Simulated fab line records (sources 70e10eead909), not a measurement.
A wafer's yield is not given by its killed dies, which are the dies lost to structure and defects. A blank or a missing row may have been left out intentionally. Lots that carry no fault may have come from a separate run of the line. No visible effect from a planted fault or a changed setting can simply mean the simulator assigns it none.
What tool caused it? | flow nandHarc | 11 lots, 33 wafers sampled, at 5 steps of a route of 1159

## WHAT THE GAUGES SHOWED, per wafer
NHARC_END_SORT_01. Usual: killedAtArray 31, standard deviation 11; killedAtOther 0.5, standard deviation 0.78; killedAtPeriphery 3.0, standard deviation 2; killedDies 34, standard deviation 12; killedOpen 3.2, standard deviation 2; killedShort 1.9, standard deviation 1.6.
lot  | measured     | on        | killedAtArray | killedAtOther | killedAtPeriphery | killedDies | killedOpen | killedShort | flag
L726 | day 19 21:27 | prober-01 | 16 27 21      | 0 1 0         | 4 8 5             | 20 36 26   | 0 7 1      | 1 2 1       | 
L727 | day 20 06:50 | prober-01 | 49 49 51      | 0 1 1         | 1 3 3             | 50 53 55   | 7 3 5      | 0 1 0       | 
L729 | day 21 02:23 | prober-01 | 32 30 32      | 1 0 0         | 2 3 3             | 35 33 35   | 4 2 5      | 0 0 3       | 
L731 | day 21 17:05 | prober-02 | 43 38 51      | 1 1 0         | 2 0 4             | 46 39 55   | 0 2 4      | 2 1 4       | 
L730 | day 21 11:05 | prober-01 | 28 44 46      | 0 0 3         | 2 2 4             | 30 46 53   | 1 6 4      | 1 1 2       | 
L732 | day 21 10:03 | prober-02 | 20 11 14      | 0 1 0         | 1 1 1             | 21 13 15   | 5 3 0      | 0 1 3       | 
L733 | day 21 18:58 | prober-01 | 16 17 16      | 1 0 0         | 4 4 5             | 21 21 21   | 2 1 3      | 4 5 7       | 
L734 | day 22 07:40 | prober-02 | 41 47 48      | 0 0 0         | 2 3 1             | 43 50 49   | 3 4 3      | 0 6 0       | 
L736 | day 22 15:24 | prober-01 | 322 30 393    | 0 1 1         | 4 1 3             | 326 32 397 | 2 1 1      | 3 4 3       | OFF
L744 | day 24 18:47 | prober-01 | 50 45 55      | 1 0 1         | 7 3 7             | 58 48 63   | 2 1 7      | 1 2 2       | 
L746 | day 25 03:30 | prober-01 | 22 21 15      | 0 1 0         | 0 1 1             | 22 23 16   | 2 3 3      | 3 2 1       | 

## EACH LOT AND THE TOOL THAT RAN IT (in order: tool; ch and the chambers of the sampled wafers; start)
lot  | NHARC_A_STAIRCASE_DESCUM_252      | NHARC_A_STAIRCASE_STRIP_254         | NHARC_A_STAIRCASE_DESCUM_291      | NHARC_A_STAIRCASE_ETCH_292
L726 | rieDiel-01 ch 0,2,3, day 11 22:31 | plasmaAsher-02 ch 0,1, day 11 22:40 | rieDiel-01 ch 0,1,3, day 12 02:19 | rieDiel-01 ch 0,1, day 12 02:25
L727 | rieDiel-04 ch 1,3, day 12 06:17   | plasmaAsher-01 ch 0,1, day 12 06:33 | rieDiel-01 ch 0,1,3, day 12 12:17 | rieDiel-01 ch 0,1,2, day 12 12:24
L729 | rieDiel-02 ch 0,3, day 12 21:27   | plasmaAsher-01 ch 0,1, day 12 21:37 | rieDiel-02 ch 0,1,2, day 13 01:21 | rieDiel-02 ch 0,1, day 13 01:26
L731 | rieDiel-04 ch 0,2,3, day 13 13:47 | plasmaAsher-02 ch 0,1, day 13 14:01 | rieDiel-02 ch 0,3, day 13 17:37   | rieDiel-02 ch 0,2,3, day 13 17:41
L730 | rieDiel-04 ch 0,1, day 13 15:28   | plasmaAsher-01 ch 0,1, day 13 15:43 | rieDiel-04 ch 0,1,2, day 13 21:31 | rieDiel-04 ch 2,3, day 13 21:35
L732 | rieDiel-04 ch 0,2,3, day 13 15:46 | plasmaAsher-02 ch 0,1, day 13 15:55 | rieDiel-01 ch 0,1,3, day 13 21:41 | rieDiel-01 ch 0,1,3, day 13 21:46
L733 | rieDiel-01 ch 1,2,3, day 13 23:43 | plasmaAsher-01 ch 0,1, day 13 23:59 | rieDiel-04 ch 0,1,3, day 14 03:29 | rieDiel-04 ch 0,1,2, day 14 03:37
L734 | rieDiel-04 ch 1,2,3, day 14 13:59 | plasmaAsher-01 ch 0,1, day 14 14:14 | rieDiel-04 ch 2,3, day 14 19:23   | rieDiel-04 ch 0,1,3, day 14 19:30
L736 | rieDiel-04 ch 0,1,2, day 14 18:53 | plasmaAsher-01 ch 0,1, day 14 19:11 | rieDiel-01 ch 0,1,2, day 14 22:44 | rieDiel-01 ch 0,1, day 14 22:52
L744 | rieDiel-02 ch 0,2,3, day 16 14:32 | plasmaAsher-02 ch 0,1, day 16 14:44 | rieDiel-02 ch 0,1,3, day 16 19:48 | rieDiel-02 ch 2,3, day 16 19:53
L746 | rieDiel-02 ch 0,1,2, day 17 00:20 | plasmaAsher-02 ch 0,1, day 17 00:45 | rieDiel-02 ch 0,2,3, day 17 04:19 | rieDiel-02 ch 0,1,2, day 17 04:25
- NHARC_A_STAIRCASE_DESCUM_252: chemistry O2, time 3 s.
- NHARC_A_STAIRCASE_STRIP_254: strips in O2.
- NHARC_A_STAIRCASE_DESCUM_291: chemistry O2, time 3 s.
- NHARC_A_STAIRCASE_ETCH_292: etches the open film in CF4/CHF3.

## WHAT THE TOOLS THEMSELVES READ (means of the sampled wafers that have a number; where no wafer has one, the mark that the record gives instead)
NHARC_A_STAIRCASE_DESCUM_252. Usual: drypumpMotorCurrentA 5.7 A, standard deviation 0.46; oesProductAu 0.999 a.u., standard deviation 0.014; rfVppV 57.7 V, standard deviation 0.86; showerheadPlenumPTorr 1.90 Torr, standard deviation 0.1; throttleValvePct 11.310 %, standard deviation 0.0087.
lot  | tool       | drypumpMotorCurrentA (A) | oesProductAu (a.u.) | rfVppV (V) | showerheadPlenumPTorr (Torr) | throttleValvePct (%) | flag
L726 | rieDiel-01 | 5.7                      | 1.001               | 58.2       | 1.91                         | 11.303               | 
L727 | rieDiel-04 | 5.8                      | 0.989               | 58.1       | 1.94                         | 11.303               | 
L729 | rieDiel-02 | 5.9                      | 1.000               | 57.2       | 1.79                         | 11.313               | 
L731 | rieDiel-04 | 5.3                      | 0.996               | 58.2       | 1.94                         | 11.314               | 
L730 | rieDiel-04 | 5.6                      | 1.001               | 57.9       | 1.96                         | 11.302               | 
L732 | rieDiel-04 | 5.3                      | 1.000               | 57.4       | 1.94                         | 11.312               | 
L733 | rieDiel-01 | 5.5                      | 1.006               | 59.0       | 1.94                         | 11.298               | 
L734 | rieDiel-04 | 5.7                      | 0.994               | 57.4       | 1.91                         | 11.314               | 
L736 | rieDiel-04 | 5.4                      | 0.998               | 57.9       | 1.94                         | 11.322               | 
L744 | rieDiel-02 | 5.7                      | 1.008               | 57.8       | 1.88                         | 11.312               | 
L746 | rieDiel-02 | 6.1                      | 0.996               | 58.3       | 1.88                         | 11.318               | 

NHARC_A_STAIRCASE_STRIP_254. Usual: drypumpMotorCurrentA 5.5 A, standard deviation 0.33; heaterPowerW 337 W, standard deviation 14.
lot  | tool           | drypumpMotorCurrentA (A) | heaterPowerW (W) | flag
L726 | plasmaAsher-02 | 5.4                      | 336              | 
L727 | plasmaAsher-01 | 5.6                      | 328              | 
L729 | plasmaAsher-01 | 5.4                      | 328              | 
L731 | plasmaAsher-02 | 5.4                      | 337              | 
L730 | plasmaAsher-01 | 5.4                      | 338              | 
L732 | plasmaAsher-02 | 5.4                      | 337              | 
L733 | plasmaAsher-01 | 5.6                      | 337              | 
L734 | plasmaAsher-01 | 5.4                      | 327              | 
L736 | plasmaAsher-01 | 5.6                      | 344              | 
L744 | plasmaAsher-02 | 5.7                      | 345              | 
L746 | plasmaAsher-02 | 5.7                      | 338              | 

NHARC_A_STAIRCASE_DESCUM_291. Usual: drypumpMotorCurrentA 5.6 A, standard deviation 0.43; oesProductAu 0.998 a.u., standard deviation 0.013; rfVppV 57.6 V, standard deviation 0.83; showerheadPlenumPTorr 1.91 Torr, standard deviation 0.095; throttleValvePct 11.312 %, standard deviation 0.009.
lot  | tool       | drypumpMotorCurrentA (A) | oesProductAu (a.u.) | rfVppV (V) | showerheadPlenumPTorr (Torr) | throttleValvePct (%) | flag
L726 | rieDiel-01 | 5.4                      | 0.997               | 58.2       | 1.95                         | 11.307               | 
L727 | rieDiel-01 | 5.4                      | 0.994               | 58.1       | 1.95                         | 11.311               | 
L729 | rieDiel-02 | 6.1                      | 0.984               | 57.8       | 1.79                         | 11.308               | 
L731 | rieDiel-02 | 5.5                      | 1.001               | 57.8       | 1.79                         | 11.308               | 
L730 | rieDiel-04 | 5.4                      | 1.004               | 58.3       | 1.94                         | 11.317               | 
L732 | rieDiel-01 | 5.4                      | 1.000               | 56.8       | 1.94                         | 11.310               | 
L733 | rieDiel-04 | 5.5                      | 0.988               | 58.2       | 1.96                         | 11.310               | 
L734 | rieDiel-04 | 5.5                      | 0.997               | 58.2       | 1.89                         | 11.312               | 
L736 | rieDiel-01 | 5.8                      | 1.004               | 57.8       | 1.99                         | 11.314               | 
L744 | rieDiel-02 | 5.9                      | 1.007               | 56.7       | 1.79                         | 11.313               | 
L746 | rieDiel-02 | 5.7                      | 1.006               | 57.3       | 1.88                         | 11.310               | 

NHARC_A_STAIRCASE_ETCH_292. Usual: drypumpMotorCurrentA 5.6 A, standard deviation 0.45; oesProductAu 0.947 a.u., standard deviation 0.022; rfFwdPowerW 496.6 W, standard deviation 1.7; rfVppV 370.6 V, standard deviation 2.7; showerheadPlenumPTorr 1.57 Torr, standard deviation 0.074; throttleValvePct 16.803 %, standard deviation 0.0086.
lot  | tool       | drypumpMotorCurrentA (A) | oesProductAu (a.u.) | rfFwdPowerW (W) | rfVppV (V) | showerheadPlenumPTorr (Torr) | throttleValvePct (%) | flag
L726 | rieDiel-01 | 5.5                      | 0.973               | 495.4           | 373.4      | 1.67                         | 16.806               | 
L727 | rieDiel-01 | 5.7                      | 0.939               | 497.3           | 372.9      | 1.64                         | 16.797               | 
L729 | rieDiel-02 | 6.2                      | 0.927               | 498.2           | 368.0      | 1.49                         | 16.809               | 
L731 | rieDiel-02 | 5.7                      | 0.941               | 497.2           | 366.9      | 1.47                         | 16.806               | 
L730 | rieDiel-04 | 5.5                      | 0.959               | 497.2           | 371.6      | 1.56                         | 16.807               | 
L732 | rieDiel-01 | 5.4                      | 0.958               | 495.7           | 372.2      | 1.59                         | 16.803               | 
L733 | rieDiel-04 | 5.4                      | 0.943               | 494.4           | 371.6      | 1.59                         | 16.796               | 
L734 | rieDiel-04 | 5.5                      | 0.945               | 496.2           | 371.7      | 1.61                         | 16.799               | 
L736 | rieDiel-01 | 5.6                      | 0.901               | 496.8           | 372.7      | 1.63                         | 16.795               | 
L744 | rieDiel-02 | 5.4                      | 0.983               | 496.5           | 369.7      | 1.55                         | 16.804               | 
L746 | rieDiel-02 | 6.1                      | 0.922               | 497.0           | 369.9      | 1.55                         | 16.798               | 

## THE ANSWER, worked out from the rows above alone
Rule: a lot is off if the mean of its wafers that have a number lies more than 3 standard deviations from the usual mean. A lot without any number at a reading at which 4 lots or more have one is off too. Where the step has rows for the other lots, those lots are counted as sound. Order of review: gauges by route order, followed by the tools' own readings, for which a lot's mean as printed above is used. The first step at which some lot is off is used, and at that step the reading that is off furthest; a lot without a number counts as furthest.
Off at NHARC_END_SORT_01 (killedAtArray): L736.
A tool fits if, at a process step before that reading, it ran every lot that is off, and no sound lot after the first of them. The gauges at NHARC_END_SORT_01 are tried like those tools. Can't be told from this: 3 tools fit, rieDiel-04 at NHARC_A_STAIRCASE_DESCUM_252, plasmaAsher-01 at NHARC_A_STAIRCASE_STRIP_254, rieDiel-01 at NHARC_A_STAIRCASE_DESCUM_291 and NHARC_A_STAIRCASE_ETCH_292.

## WHAT THE SIMULATOR HAD PUT IN
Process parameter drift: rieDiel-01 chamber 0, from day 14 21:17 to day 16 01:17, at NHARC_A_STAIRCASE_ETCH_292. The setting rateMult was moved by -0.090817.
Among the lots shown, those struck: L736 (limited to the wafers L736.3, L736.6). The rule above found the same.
